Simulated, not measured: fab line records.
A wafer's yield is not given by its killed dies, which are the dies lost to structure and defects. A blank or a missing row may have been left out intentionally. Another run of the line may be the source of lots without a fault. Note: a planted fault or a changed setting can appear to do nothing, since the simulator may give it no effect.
Matching of chambers | flow nandHarc | NHARC_P_M2_STRIP_18 on rieDiel-06 has 4 sister chambers
The step strips in N2/H2. 4 wafers are shown with their chamber, then 7 later ones without.

## EACH WAFER AND ITS CHAMBER
wafer  | chamber | drypumpMotorCurrentA (A)
L081.4 | 2       | 5.7
L081.6 | 3       | 6.3
L084.2 | 0       | 4.9
L084.3 | 1       | 6.0

## WAFERS MISSING THEIR CHAMBER
wafer  | drypumpMotorCurrentA (A)
L084.5 | 6.0
L091.1 | 5.8
L091.2 | 6.0
L091.5 | 5.8
L092.1 | 6.0
L092.5 | 5.7
L092.6 | 6.0

## EACH ONE'S CHAMBER
wafer  | from the rows above     | in truth
L084.5 | 1                       | 1
L091.1 | can't be placed: 2 or 1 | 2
L091.2 | 1                       | 1
L091.5 | can't be placed: 2 or 1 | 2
L092.1 | 1                       | 1
L092.5 | 2                       | 2
L092.6 | 1                       | 1
Correctly placed: 5 of 7. Can't be placed from these rows: 2 (the true chamber is among the candidates in 2). 0 placed wrongly.
How it was worked out, from the rows above alone: a wafer's distance from a chamber is the root of the sum, over the readings, of the square of ((its reading less the chamber's mean) divided by the reading's scatter). The wafer belongs to the nearest chamber; if the next one is less than 2 further off, it can't be placed. The mean given for a chamber averages the wafers shown for that chamber. The scatter: root of mean squared gap, hidden wafer to nearest shown wafer, with one shown wafer a chamber.
